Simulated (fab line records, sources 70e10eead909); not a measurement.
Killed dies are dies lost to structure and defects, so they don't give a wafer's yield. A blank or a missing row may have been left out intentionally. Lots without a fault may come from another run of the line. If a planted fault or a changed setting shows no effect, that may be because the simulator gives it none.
Chamber matching    flow nandHarc    NHARC_A_STAIRCASE_DEP_156 on pecvd-02: 3 sister chambers
The step deposits SiNx, target thk 50 nm. 16 wafers are shown with their chamber, then 8 later ones without.

WAFERS, EACH WITH ITS CHAMBER
wafer   chamber  heaterPowerW (W)  heaterPowerOuterW (W)  susceptorTempC (C)
L077.1  2        761               418                    400.07
L077.2  1        635               357                    399.98
L077.5  1        644               365                    400.26
L079.1  1        665               399                    399.75
L079.3  2        801               426                    399.92
L079.5  0        638               356                    400.19
L085.3  0        525               265                    399.93
L085.4  0        497               270                    399.91
L085.6  2        727               377                    400.04
L087.1  0        586               325                    400.40
L087.2  2        810               417                    400.06
L087.5  1        692               421                    400.24
L088.2  2        667               342                    400.08
L088.4  2        686               345                    399.74
L088.6  1        702               414                    400.24
L091.2  1        647               377                    399.91

SIGNATURES (averages over the wafers above)
reading            chamber 0  chamber 1  chamber 2  scatter within a chamber
heaterPowerW       561.50     664.17     742.00     50.5
heaterPowerOuterW  304.00     388.83     387.50     35.7
susceptorTempC     400.1075   400.0633   399.9850   0.193
Rule: a wafer's distance from a chamber is the root of the sum, over the readings, of the square of ((its reading less the chamber's mean) divided by the reading's scatter). If the next closest chamber is less than 2 further off than the closest, the wafer can't be placed; otherwise it belongs to the closest. The scatter: the root of (the sum of the squares of (reading less its chamber's mean) over the shown wafers, divided by (wafers less chambers)).

WAFERS WITHOUT THEIR CHAMBER
wafer   heaterPowerW (W)  heaterPowerOuterW (W)  susceptorTempC (C)
L091.3  835               427                    400.37
L091.4  840               439                    400.10
L093.1  626               352                    399.96
L093.3  697               416                    400.04
L093.5  638               357                    399.80
L097.2  627               360                    400.03
L097.3  777               417                    400.45
L097.6  662               386                    399.95

EACH ONE'S CHAMBER
wafer   from the rows above           in truth
L091.3  can't be placed: 2 or 1       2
L091.4  can't be placed: 2 or 1       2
L093.1  can't be placed: 1 or 0 or 2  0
L093.3  can't be placed: 1 or 2       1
L093.5  can't be placed: 1 or 2 or 0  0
L097.2  can't be placed: 1 or 0 or 2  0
L097.3  can't be placed: 2 or 1       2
L097.6  can't be placed: 1 or 2       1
Placed correctly: 0 of 8. Unplaceable from these rows: 8, with the true chamber sitting among the candidates in 8. Wrongly placed: 0.
